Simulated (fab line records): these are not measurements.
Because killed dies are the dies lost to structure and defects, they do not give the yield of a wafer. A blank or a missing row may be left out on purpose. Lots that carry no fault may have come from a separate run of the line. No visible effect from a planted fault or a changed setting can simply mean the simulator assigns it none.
Chamber matching | flow n5 finfet | N5_BEOL_M3_ALD_84 on ald metal-03 has 4 sister chambers
The step deposits TaN, pulse time 2 s, purge time 3 s, co reactant purge time 2 s. 8 wafers are shown with their chamber, then 7 later ones without.

== EACH WAFER AND ITS CHAMBER ==
wafer  | chamber | heater power outer w (W) | heater power w (W)
L074.6 | 3       | 225                      | 418
L084.1 | 3       | 225                      | 405
L084.2 | 0       | 259                      | 451
L090.1 | 2       | 269                      | 460
L090.3 | 0       | 260                      | 446
L090.4 | 1       | 246                      | 437
L092.1 | 1       | 238                      | 429
L092.2 | 2       | 271                      | 473

== WAFERS MISSING THEIR CHAMBER ==
wafer  | heater power outer w (W) | heater power w (W)
L092.4 | 264                      | 439
L095.1 | 264                      | 454
L095.2 | 269                      | 461
L095.6 | 249                      | 429
L096.1 | 259                      | 449
L096.2 | 264                      | 465
L096.5 | 247                      | 421

== CHAMBER TAKEN BY EACH ==
wafer  | from the rows above     | in truth
L092.4 | 0                       | 0
L095.1 | can't be placed: 0 or 2 | 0
L095.2 | 2                       | 2
L095.6 | 1                       | 1
L096.1 | 0                       | 0
L096.2 | can't be placed: 2 or 0 | 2
L096.5 | 1                       | 1
Placed correctly: 5 of 7. These rows do not allow placing 2 (true chamber among the candidates in 2). Number placed wrongly: 0.
How it was worked out, from the rows above alone: a wafer's distance from a chamber is the root of the sum, over the readings, of the square of ((its reading less the chamber's mean) divided by the reading's scatter). The wafer belongs to the nearest chamber; if the next one is less than 2 further off, it can't be placed. A chamber's mean is the mean of its shown wafers. The scatter: take each reading less its chamber's mean, square it, sum over the shown wafers, divide by the number of wafers less the number of chambers, and take the root.
